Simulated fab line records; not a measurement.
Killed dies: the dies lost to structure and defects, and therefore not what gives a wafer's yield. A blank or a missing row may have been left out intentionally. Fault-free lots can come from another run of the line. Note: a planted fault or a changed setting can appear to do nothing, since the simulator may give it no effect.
fab line records    flow n5-finfet
[record] lots = 4  wafers = 11  last-day = 18
route steps=1938 shown MOL_CONTACT_COAG@629 BEOL_M0_SAQP@632 BEOL_M4@1111 PASSIVATION@1936
lots with no fault: from the same line, run without faults
start-h: hours from the record's opening day to when the first of the lot's shown wafers began    wait-h: time in hours since the lot's previous step    " same as the row above    L1.1+2: several wafers, shown together as one row    - either no value or no given start    * or withheld: withheld    < > ~ a bound
route shown NAME@n: a module of which the file shows steps, and the number in the route of the first    usual: the fault-free wafers' mean and standard deviation    same: alike in all rows    chamber/n: place in a boat    sites: the reading at each site    _std_site: their standard deviation    _edge_site: mean of outer sites minus mean of inner sites    radius-mm: for every site, how far away it sits from the centre of the wafer    mask NAME#n: copy n    behind: tool/chamber where the wafer was last shaped    hold: the reason the lot was held/the length of the hold in hours/how it ended    device: names the non-switching transistor (n, p or np)    end of line: the tests these same wafers got at the end of their route    for a step that has no rows: nothing shown but its recipe    killed: at the first sort, the dies lost to defects and structure; wafer yield is something else    map: shows each die of a wafer: x if killed, . if not, _ if none is there
set.NAME: setting as actually run; set.NAME@STEP: the setting as run at that earlier step    model.NAME: the simulator's own value behind a step, which no gauge read
lots seen at some steps along the route; tables by step, rows by wafer
services: when a tool's chamber went out of use (start-h, in hours from the record's first day, below 0 if earlier), for how many hours, and the reason
[[steps]]
[step N5_MOL_CONTACT_COAG_ANNEAL_112]
[recipe] temp-c = 400  time-s = 1800  ambient = HPD2  pressure-atm = 10
[step N5_BEOL_M0_SAQP_PECVD_00]
[recipe] material = SiCN  target-thk-a = 80  temp-c = withheld  precursor = 3MS/NH3  pressure-torr = 3  rf-w = 202  time-s = 14
[step N5_BEOL_M0_SAQP_ILD_DEP_01]
[recipe] material = SiOC  target-thk-a = 454.19  temp-c = 350  precursor = DEMS/O2  pressure-torr = 5  rf-w = 500  time-s = 8.7
[step N5_BEOL_M0_SAQP_HM_DEP_02]
[recipe] material = TiN  target-thk-a = 120  temp-c = 25  chamber-pressure-pa = 0.49996
[step N5_BEOL_M0_SAQP_PECVD_03]
[recipe] material = SiCN  target-thk-a = 120  temp-c = withheld  precursor = 3MS/NH3  pressure-torr = 3  rf-w = 202  time-s = 21.1
[step N5_BEOL_M0_SAQP_PECVD_96]
[recipe] material = a-Si  target-thk-a = 450  temp-c = 350  precursor = SiH4/He  pressure-torr = 3  rf-w = 100  time-s = 45.2
[step N5_BEOL_M0_SAQP_PECVD_97]
[recipe] material = SiNx  target-thk-a = 230  temp-c = 350  precursor = SiH4/NH3/N2  pressure-torr = 1.5  rf-w = 300  time-s = 19.9
[step N5_BEOL_M0_SAQP_PECVD_04]
[recipe] material = a-Si  target-thk-a = 600  temp-c = 350  precursor = SiH4/He  pressure-torr = 3  rf-w = 100  time-s = 60.2
[step N5_BEOL_M0_SAQP_HM_DEP_111]
[recipe] material = SiO2  target-thk-a = 120  temp-c = 400  precursor = SiH4/N2O  pressure-torr = 0.75  rf-w = 275  time-s = 7.2
[usual] heater-power-w = 778/110  rf-fwd-power-W = 272.6/1.2  showerhead-plenum-p-Torr = 8.12/0.16
lot.wafer  tool      chamber  start-h  wait-h  heater-power-w  rf-fwd-power-W  showerhead-plenum-p-Torr  model.SiO2_of_BEOL_M0_SAQP_HM_DEP_111.thk-nm
L133.1     pecvd-02  0        166.88   0.0     751             272.6           8.16                      11.6
L133.3     "         2        "        "       727             273.5           8.27                      11.8
L133.4     "         0        "        "       757             272.4           8.18                      11.8
L137.4     pecvd-02  0        189.84   0.1     642             271.5           8.18                      12.8
L137.5     "         2        "        "       746             272.8           8.29                      13.2
L137.6     "         1        "        "       769             273.2           8.11                      12.2
L139.4     pecvd-02  0        206.65   0.1     687             272.6           8.18                      12.8
L139.5     "         1        "        "       769             273.2           8.07                      13
L145.2     pecvd-01  2        241.02   0.0     608             273.0           7.96                      12
L145.4     "         2        "        "       627             272.4           7.95                      12
L145.6     "         0        "        "       733             272.5           7.85                      12.2
[step N5_BEOL_M0_SAQP_COAT_81]
[recipe] resist = SOC  temp-c = 250  time-s = 60  spin-rpm = 1500  resist-thk-nm = 100
[step N5_BEOL_M0_SAQP_COAT_82]
[recipe] resist = SiARC  temp-c = 220  time-s = 60  spin-rpm = 1500  resist-thk-nm = 30
[step N5_BEOL_M0_SAQP_COAT_08]
[recipe] resist = CAR-ArF  spin-rpm = 1500  resist-thk-nm = 90
[step N5_BEOL_M0_SAQP_EBR_10]
[recipe] solvent = PGMEA  ebr-width-mm = 1.5
[step N5_BEOL_M0_SAQP_SOFTBAKE_09]
[recipe] temp-c = 110  time-s = 60  resist = CAR-ArF
[step N5_BEOL_M0_SAQP_EXPOSE_11]
[recipe] mask-id = M0_CORE  na = 1.35  source-shape = dipole  sigma-inner = 0.538  sigma-outer = 0.738  polarization = te  target-cd-nm = 42  dose-mj = 55
[step N5_BEOL_M0_SAQP_PEB_12]
[recipe] peb-temp-c = withheld  peb-time-s = 60  resist = CAR-ArF
[step N5_BEOL_M0_SAQP_DEVELOP_13]
[recipe] develop-time-s = 30  developer = TMAH  resist = CAR-ArF  dev-temp-c = 23  rinse-liquid = diw  dry = air-spin
[step N5_BEOL_M0_SAQP_DESCUM_19]
[recipe] chemistry = O2  time-s = 7.9  source-power-w = 50  bias-power-w = 20  pressure-mtorr = 20  rf-frequency-hz = 2.712e+07  temp-c = 40  resist = CAR-ArF  o2-flow-sccm = 225
[step N5_BEOL_M0_SAQP_ETCH_83]
[recipe] chemistry = CF4  target = SiARC  target-depth-a = 390  mask-material = CAR-ArF  time-s = 65  ion-energy-ev = 80  pressure-mtorr = 40  source-w = 545  bias-w = 36  Ar_flow_sccm = 100  cf4-flow-sccm = 100  ends = cleared
[step N5_BEOL_M0_SAQP_ETCH_84]
[recipe] chemistry = N2/H2  target = SOC  target-depth-a = 1000  overetch-a = 200  mask-material = SiARC  temp-c = 40  time-s = 150  ion-energy-ev = 200  pressure-mtorr = 30  source-w = 840  bias-w = 150  n2-flow-sccm = 200  h2-flow-sccm = 200
[step N5_BEOL_M0_SAQP_STRIP_80]
[recipe] chemistry = N2/H2  temp-c = 40  n2-flow-sccm = 200  h2-flow-sccm = 200  rf-frequency-hz = 6e+07
[step N5_BEOL_M0_SAQP_HM_OPEN_112]
[recipe] chemistry = CHF3/O2  target = SiO2  stop-on = a-Si  target-depth-a = 120  over-etch-frac = 1.25  mask-material = SOC  time-s = 13.5  pressure-mtorr = 30  source-w = 650  bias-w = 170  Ar_flow_sccm = 200  CHF3_flow_sccm = 50  O2_flow_sccm = 5  ion-energy-ev = 200  ends = end-point
[usual] drypump-motor-current-A = 5.66/0.29  oes-product-au = 0.49/0.058  rf-fwd-power-W = 644.2/2.7  rf-vpp-V = 528/5.2  showerhead-plenum-p-Torr = 2.40/0.082  throttle-valve-pct = 18.89/0.21
lot.wafer  tool         chamber  start-h  wait-h  drypump-motor-current-A  oes-product-au  rf-fwd-power-W  rf-hours-counter-h  rf-vpp-V  showerhead-plenum-p-Torr  throttle-valve-pct  model.etch.depth-nm
L133.1     rie-diel-02  2        168.00   0.0     5.67                     0.44            643.2           238                 531       2.48                      18.92               11.65
L133.3     "            3        "        "       5.51                     0.44            647.1           253                 526       2.37                      19.21               11.88
L133.4     "            2        "        "       5.70                     0.44            642.1           -                   529       2.48                      18.93               11.85
L137.4     rie-diel-02  0        190.55   0.0     5.29                     0.49            647.9           -                   530       2.28                      18.82               12.85
L137.5     "            2        "        "       5.69                     0.46            643.9           -                   530       2.48                      18.94               13.17
L137.6     "            0        "        "       5.31                     0.48            647.2           -                   529       2.28                      18.82               12.19
L139.4     rie-diel-04  3        207.23   0.0     5.50                     0.47            642.6           227                 534       2.28                      19.14               12.76
L139.5     "            2        "        "       5.75                     0.66            644.4           -                   521       2.39                      18.55               13.02
L145.2     rie-diel-02  2        241.63   0.0     5.67                     0.63            641.8           4                   529       2.47                      18.50               12.02
L145.4     "            3        "        "       5.47                     0.60            643.0           -                   525       2.36                      18.86               12
L145.6     "            2        "        "       5.62                     0.62            642.5           -                   529       2.47                      18.52               12.11
[step N5_BEOL_M0_SAQP_STRIP_113]
[recipe] chemistry = CHF3/O2  resist = SiARC  rf-frequency-hz = 6e+07
[step N5_BEOL_M0_SAQP_MANDREL_ETCH_20]
[recipe] target-depth-a = 600  chemistry = HBr/Cl2  target = a-Si  stop-on = SiNx  bt-time-s = 10  mask-material = SOC  over-etch-frac = 0.5  time-s = 30  pressure-mtorr = 10  icp-w = 800  bias-w = 75  HBr_flow_sccm = 150  Cl2_flow_sccm = 80  ends = end-point
[step N5_BEOL_M0_SAQP_STRIP_86]
[recipe] chemistry = N2/H2  power-w = 500  temp-c = 40  pressure-mtorr = 50  rf-frequency-hz = 6e+07  overash-fraction = 0.3  bias-power-w = 28  h2-frac = 0.5  n2-flow-sccm = 300  h2-flow-sccm = 300
[step N5_BEOL_M0_SAQP_STRIP_115]
[recipe] chemistry = post-etch-residue-remover  time-s = 60  temp-c = 25  remover-ph = withheld  remover-water-wt-pct = withheld  remover-fluoride-wt-pct = withheld
lot.wafer  tool          chamber  start-h  wait-h  model.SiO2_of_BEOL_M0_SAQP_HM_DEP_111.thk-nm
L133.1     wet-bench-01  2        168.28   -       11.6
L133.3+4   "             5,4      "        "       11.8
L137.4     wet-bench-02  2        190.81   -       12.8
L137.5     "             0        "        "       13
L137.6     "             1        "        "       12
L139.4     wet-bench-06  5        207.57   -       12.6
L139.5     "             6        "        "       13
L145.2+6   wet-bench-06  0,4      241.88   -       12
L145.4     "             7        "        "       11.8
[step N5_BEOL_M0_SAQP_SRD_93]
[recipe] dry = ipa-marangoni  time-s = 30  temp-c = 23  rinse-liquid = diw
[step N5_BEOL_M4_RC_MEAS_101]
[usual] DIBL_N = 35.6/1.7  DIBL_P = 35.0/2  IOFF_N = 0.148/0.027  IOFF_P = 0.19/0.032  ION_N = 671/14  ION_P = 460/9.1  SS_N = 71.3/0.62  SS_P = 73.0/0.64  VT_N = 251/3.2  VT_P = -251.5/2.9
lot.wafer  tool       chamber  start-h  wait-h  DIBL_N[mV/V]  DIBL_P[mV/V]  IOFF_N[nA/um]  IOFF_P[nA/um]  ION_N[uA/um]  ION_P[uA/um]  SS_N[mV/dec]  SS_P[mV/dec]  VT_N[mV]  VT_P[mV]
L133.1     prober-01  0        248.93   0.4     35.0          36.1          0.157          0.24           679           473           72.1          73.1          250       -247.0
L133.3     "          0        "        "       35.6          37.1          0.165          0.26           665           462           71.9          73.5          249       -244.8
L133.4     "          0        "        "       34.1          34.2          0.131          0.20           655           454           71.5          73.1          252       -248.9
L137.4     prober-02  0        277.38   0.5     38.5          37.0          0.162          0.19           658           448           71.8          73.5          253       -254.6
L137.5     "          0        "        "       37.3          34.4          0.136          0.17           655           447           71.3          73.3          257       -256.0
L137.6     "          0        "        "       39.0          37.9          0.167          0.21           673           460           71.2          74.2          253       -251.9
L139.4     prober-02  0        282.30   0.5     36.5          35.1          0.149          0.19           660           450           71.7          73.2          254       -252.9
L139.5     "          0        "        "       34.0          33.3          0.117          0.16           656           450           70.5          72.7          257       -253.5
L145.2     prober-01  0        322.17   0.2     37.2          37.1          0.165          0.21           673           462           70.8          73.0          246       -249.8
L145.4     "          0        "        "       37.3          36.3          0.151          0.18           671           452           71.6          73.3          252       -255.0
L145.6     "          0        "        "       37.2          37.4          0.156          0.20           682           466           71.9          73.2          252       -252.4
[step N5_PASSIVATION_PROBE_49]
[usual] defect-limited-yield = 91.2/1.6  killed_at_M0_to_M3 = 35/11  killed_at_M4_up = 14/5.4  killed-at-contacts = 13/6  killed-at-front-end = 38/11  killed-at-other = 3.4/2.6  killed-dies = 104/19  killed-open = 68/13  killed-short = 34/8.5  sort_bin_5_function = 5.1/1  sort_bin_6_memory = 3.3/0.72  sort-n-pass = 1075/22  sort-yield-pct = 91.1/1.9
[same] gross-dies = 1180  killed-at-back-side = 0  sort_bin_4_leakage[%] = 0  sort_bin_8_speed[%] = 0
lot.wafer  tool       chamber  start-h  wait-h  defect-limited-yield[%]  killed_at_M0_to_M3  killed_at_M4_up  killed-at-contacts  killed-at-front-end  killed-at-other  killed-dies  killed-open  killed-short  sort_bin_5_function[%]  sort_bin_6_memory[%]  sort-n-pass  sort-yield-pct[%]
L145.2     prober-01  -        436.58   0.1     92.0                     25                  15               8                   43                   3                94           65           27            5.2                     2.5                   1086         92.0
L145.4     prober-01  -        436.68   0.2     92.6                     23                  12               8                   39                   5                87           50           34            4.0                     2.9                   1093         92.6
L145.6     prober-01  -        436.78   0.3     91.7                     26                  16               13                  43                   0                98           58           39            5.6                     2.5                   1082         91.7
// killed by level:class
L145.2 FIN_SAQP:geometric-particle:open=11 BEOL_M3:geometric-particle:open=6 MOL_CONTACT_COAG:geometric-particle:open=6 BEOL_M2:geometric-particle:open=6 BEOL_M4:geometric-particle:open=6 STI_FIN_REVEAL:geometric-particle:open=5 BEOL_M1:geometric-particle:open=5 FIN_SAQP:geometric-particle:short=4
L145.4 GATE_CUT:geometric-particle:short=12 FIN_SAQP:geometric-particle:short=5 MOL_CONTACT_COAG:geometric-particle:open=5 BEOL_M0_SAQP:geometric-particle:open=5 BEOL_M3:geometric-particle:open=5 BEOL_M4:geometric-particle:open=5 STI_FIN_REVEAL:geometric-particle:open=4 GATE_CUT:geometric-particle:open=4
L145.6 STI_FIN_REVEAL:geometric-particle:open=9 FIN_SAQP:geometric-particle:short=8 MOL_CONTACT_COAG:geometric-particle:open=8 FIN_SAQP:geometric-particle:open=7 GATE_CUT:geometric-particle:short=6 BEOL_M0_SAQP:geometric-particle:short=6 MOL_CONTACT_COAG:geometric-particle:short=5 BEOL_M3:geometric-particle:open=5
[[services]]
tool          chamber  start-h  hours  kind
rie-diel-02   3        158.29   9.1    repair
pecvd-01      -        164.59   14.6   pm
rie-diel-02   3        186.90   -      clean
rie-diel-02   3        186.90   -      consumable-replace:focus-ring
rie-diel-02   3        186.90   19.3   scheduled-down
rie-diel-02   3        186.90   19.3   vent-cycle
rie-diel-02   1        189.70   2.6    repair
wet-bench-01  -        196.04   31.2   repair
pecvd-01      2        202.43   -      clean
pecvd-01      2        202.43   -      consumable-replace:showerhead
pecvd-01      2        202.43   29.0   scheduled-down
pecvd-01      2        202.43   29.0   vent-cycle
rie-diel-02   2        206.43   -      clean
rie-diel-02   2        206.43   -      consumable-replace:focus-ring
rie-diel-02   2        206.43   20.5   scheduled-down
rie-diel-02   2        206.43   20.5   vent-cycle
rie-diel-04   0        207.73   1.7    repair
pecvd-02      -        213.43   0.8    repair
wet-bench-02  -        221.67   2.9    repair
rie-diel-02   1        228.55   -      clean
rie-diel-02   1        228.55   -      consumable-replace:focus-ring
rie-diel-02   1        228.55   24.3   scheduled-down
rie-diel-02   1        228.55   24.3   vent-cycle
rie-diel-04   2        240.24   10.5   repair
[[key]]
first-sign none at tools or gauges
[model-effect] step = N5_BEOL_M0_SAQP_HM_DEP_111  value = SiO2_of_BEOL_M0_SAQP_HM_DEP_111.thk-nm  without = 12  struck = 12.95
[model-effect] step = N5_BEOL_M0_SAQP_HM_OPEN_112  value = etch.depth-nm  without = 12.02  struck = 12.95
[model-effect] step = N5_BEOL_M0_SAQP_STRIP_115  value = SiO2_of_BEOL_M0_SAQP_HM_DEP_111.thk-nm  without = 11.95  struck = 12.85
met-at N5_BEOL_M0_SAQP_HM_DEP_111
struck-wafers L137.4,L137.5,L139.4,L139.5
[baseline-loss] step = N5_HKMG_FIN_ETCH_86  wafers = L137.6
onset-between 166.88 189.84
[fault] kind = process-parameter-drift  tool = pecvd-02  chamber = -  onset-h = 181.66  steps = N5_BEOL_M0_SAQP_HM_DEP_111  channel = time-s  offset = *  shape = step  end-h = 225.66  scope = struck-wafers-only  acts-in = *  stated = *
// baseline-loss: these wafers lose ten dies or more at that step, a loss of the line's own and not of a fault; the sort's usual values leave them out
